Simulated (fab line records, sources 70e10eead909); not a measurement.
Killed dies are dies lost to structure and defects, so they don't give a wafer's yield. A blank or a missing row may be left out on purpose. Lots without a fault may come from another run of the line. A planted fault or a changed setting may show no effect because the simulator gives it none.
Which tool did it? | flow nand_harc | 14 lots, 42 wafers sampled, at 4 steps of a route of 1159

WHAT THE GAUGES READ, wafer by wafer
The record holds no reading of a measuring or inspecting step that can be judged against a usual standard deviation.

WHICH TOOL RAN EACH LOT (tool, then ch and the chambers of the sampled wafers, then the start)
lot  | NHARC_P_STI_ETCH_15             | NHARC_P_GATE_CVD_17                                                 | NHARC_P_GATE_DEP_103            | NHARC_P_GATE_DESCUM_31
L446 | rie_si-05 ch 0,1,2, day 2 13:53 | lpcvd_poly-04 ch 0, day 4 14:02                                     | pecvd-02 ch 0,1,2, day 4 17:20  | rie_diel-11 ch 1,2,3, day 4 18:08
L447 | rie_si-04 ch 0,1,2, day 2 19:25 | lpcvd_poly-04 ch 0, day 4 19:20                                     | pecvd-02 ch 0,1,2, day 4 23:38  | rie_diel-11 ch 1,2,3, day 5 00:32
L448 | rie_si-01 ch 0,1,2, day 3 01:55 | lpcvd_poly-04 ch 0, day 4 19:20                                     | pecvd-02 ch 0,1,2, day 4 22:58  | rie_diel-03 ch 0,1,2, day 4 23:50
L449 | rie_si-04 ch 1,2, day 3 02:07   | lpcvd_poly-04 ch 0, day 4 19:20 and lpcvd_poly-01 ch 0, day 4 22:05 | pecvd-04 ch 0,2, day 5 01:59    | rie_diel-02 ch 0,1, day 5 02:44
L450 | rie_si-01 ch 0,1,2, day 3 16:20 | lpcvd_poly-04 ch 0, day 5 15:11                                     | pecvd-02 ch 0,2, day 5 18:29    | rie_diel-02 ch 0,1,2, day 5 19:19
L456 | rie_si-04 ch 1,2, day 4 23:27   | lpcvd_poly-04 ch 0, day 6 23:31                                     | pecvd-02 ch 0,1,2, day 7 07:00  | rie_diel-11 ch 0,3, day 7 07:40
L461 | rie_si-05 ch 0,1,2, day 6 02:20 | lpcvd_poly-01 ch 0, day 8 05:37                                     | pecvd-03 ch 0,1,2, day 8 12:25  | rie_diel-02 ch 0,1,3, day 8 13:17
L462 | rie_si-04 ch 0,2, day 6 13:10   | lpcvd_poly-01 ch 0, day 8 12:58                                     | pecvd-03 ch 0,1,2, day 8 16:29  | rie_diel-03 ch 0,1,3, day 8 17:19
L463 | rie_si-01 ch 0,3, day 6 17:09   | lpcvd_poly-04 ch 0, day 8 19:47                                     | pecvd-03 ch 1,2, day 8 23:41    | rie_diel-03 ch 0,1,2, day 9 00:34
L464 | rie_si-04 ch 0,1,2, day 7 01:17 | lpcvd_poly-04 ch 0, day 9 00:37                                     | pecvd-02 ch 0,1,2, day 9 04:02  | rie_diel-02 ch 0,1,2, day 9 04:54
L465 | rie_si-04 ch 2,3, day 7 05:26   | lpcvd_poly-04 ch 0, day 9 00:37                                     | pecvd-02 ch 0,1,2, day 9 04:19  | rie_diel-03 ch 0,1, day 9 05:04
L466 | rie_si-05 ch 0,2,3, day 7 13:21 | lpcvd_poly-03 ch 0, day 9 13:22                                     | pecvd-03 ch 0,1,2, day 9 16:49  | rie_diel-02 ch 0,1,3, day 9 17:33
L467 | rie_si-01 ch 0,1, day 7 17:17   | lpcvd_poly-01 ch 0, day 9 18:08                                     | pecvd-04 ch 0,2, day 9 21:37    | rie_diel-02 ch 2,3, day 9 22:19
L469 | rie_si-04 ch 0,1,2, day 8 05:35 | lpcvd_poly-01 ch 0, day 10 02:51                                    | pecvd-02 ch 0,1,2, day 10 06:45 | rie_diel-02 ch 1,2,3, day 10 07:38
- NHARC_P_STI_ETCH_15: etches the open film in HBr/Cl2, target depth 300 nm, time 100.1 s.
- NHARC_P_GATE_CVD_17: deposits poly-Si, target thk 150 nm, time 900 s.
- NHARC_P_GATE_DEP_103: deposits SiON, target thk 30 nm.
- NHARC_P_GATE_DESCUM_31: chemistry O2, time 3 s.

WHAT THE TOOLS THEMSELVES READ (means of the sampled wafers that have a number; where no wafer has one, the mark that the record gives instead)
NHARC_P_STI_ETCH_15.
lot  | tool      | chamber_pressure_mTorr (mTorr) | drypump_motor_current_A (A) | oes_product_au (a.u.) | throttle_valve_pct (%)
L446 | rie_si-05 | 15.019                         | 5.8                         | 1.003                 | 26.411
L447 | rie_si-04 | 14.979                         | 6.0                         | 0.991                 | 26.407
L448 | rie_si-01 | 14.998                         | 6.0                         | 1.000                 | 26.405
L449 | rie_si-04 | 14.996                         | 6.1                         | 0.993                 | 26.410
L450 | rie_si-01 | 15.000                         | 6.0                         | 0.998                 | 26.408
L456 | rie_si-04 | 15.003                         | 6.1                         | 1.000                 | 26.402
L461 | rie_si-05 | 15.001                         | 5.8                         | 1.001                 | 26.404
L462 | rie_si-04 | 15.012                         | 5.9                         | 0.996                 | 26.409
L463 | rie_si-01 | 15.001                         | 5.6                         | 1.005                 | 26.400
L464 | rie_si-04 | 15.000                         | 6.0                         | 0.993                 | 26.408
L465 | rie_si-04 | 14.993                         | 5.4                         | 0.988                 | 26.406
L466 | rie_si-05 | 15.003                         | 5.9                         | 0.993                 | 26.417
L467 | rie_si-01 | 15.009                         | 5.8                         | 1.008                 | 26.401
L469 | rie_si-04 | 15.005                         | 6.0                         | 0.995                 | 26.416

NHARC_P_GATE_DEP_103.
lot  | tool     | heater_power_w (W)
L446 | pecvd-02 | 766
L447 | pecvd-02 | 693
L448 | pecvd-02 | 734
L449 | pecvd-04 | 775
L450 | pecvd-02 | 687
L456 | pecvd-02 | 727
L461 | pecvd-03 | 705
L462 | pecvd-03 | 743
L463 | pecvd-03 | 738
L464 | pecvd-02 | 734
L465 | pecvd-02 | 763
L466 | pecvd-03 | 770
L467 | pecvd-04 | 665
L469 | pecvd-02 | 760

NHARC_P_GATE_DESCUM_31.
lot  | tool        | chamber_pressure_mTorr (mTorr) | drypump_motor_current_A (A) | oes_product_au (a.u.) | rf_vpp_V (V) | showerhead_plenum_p_Torr (Torr) | throttle_valve_pct (%)
L446 | rie_diel-11 | 60.00                          | 5.8                         | 0.999                 | 56.6         | 1.89                            | 11.310
L447 | rie_diel-11 | 59.98                          | 5.8                         | 1.009                 | 58.0         | 1.89                            | 11.305
L448 | rie_diel-03 | 60.01                          | 5.4                         | 0.995                 | 58.2         | 2.02                            | 11.308
L449 | rie_diel-02 | 59.98                          | 4.9                         | 1.002                 | 57.0         | 1.95                            | 11.314
L450 | rie_diel-02 | 59.99                          | 5.1                         | 1.000                 | 57.3         | 1.93                            | 11.304
L456 | rie_diel-11 | 60.02                          | 5.6                         | 1.003                 | 57.3         | 1.87                            | 11.309
L461 | rie_diel-02 | 59.94                          | 5.2                         | 1.004                 | 57.6         | 1.91                            | 11.307
L462 | rie_diel-03 | 59.97                          | 5.7                         | 1.009                 | 58.1         | 1.96                            | 11.303
L463 | rie_diel-03 | 59.99                          | 5.4                         | 1.000                 | 58.2         | 2.01                            | 11.318
L464 | rie_diel-02 | 59.99                          | 5.1                         | 0.996                 | 57.2         | 1.92                            | 11.303
L465 | rie_diel-03 | 59.98                          | 5.4                         | 1.002                 | 57.1         | 2.00                            | 11.325
L466 | rie_diel-02 | 60.01                          | 5.2                         | 1.011                 | 57.5         | 1.91                            | 11.316
L467 | rie_diel-02 | 59.97                          | 5.6                         | 0.997                 | 58.0         | 1.87                            | 11.315
L469 | rie_diel-02 | 60.03                          | 5.5                         | 0.999                 | 58.1         | 1.88                            | 11.313

THE ANSWER, worked out from the rows above alone
Rule: what is usual is taken from the lots themselves. Put in order of their means at a reading, lots are off if they are a third of the lots or fewer, leave a main group of 4 or more, and stand apart from it by a gap of 3 or more times the standard deviation of the main group's means; of several such gaps the widest counts. A main group whose means are all the same, to the digits that the tables above print for the reading, isn't used. A lot without any number at a reading at which 4 lots or more have one is off too. The other lots that the step has rows for count as sound. The gauges are gone through in route order, then the tools' own readings, and for those a lot's mean is taken as printed above. The first step at which some lot is off is used, and at that step the reading that is off furthest; a lot without a number counts as furthest.
No lot is off at any reading shown: from this, nothing can be told.

WHAT THE SIMULATOR HAD PUT IN
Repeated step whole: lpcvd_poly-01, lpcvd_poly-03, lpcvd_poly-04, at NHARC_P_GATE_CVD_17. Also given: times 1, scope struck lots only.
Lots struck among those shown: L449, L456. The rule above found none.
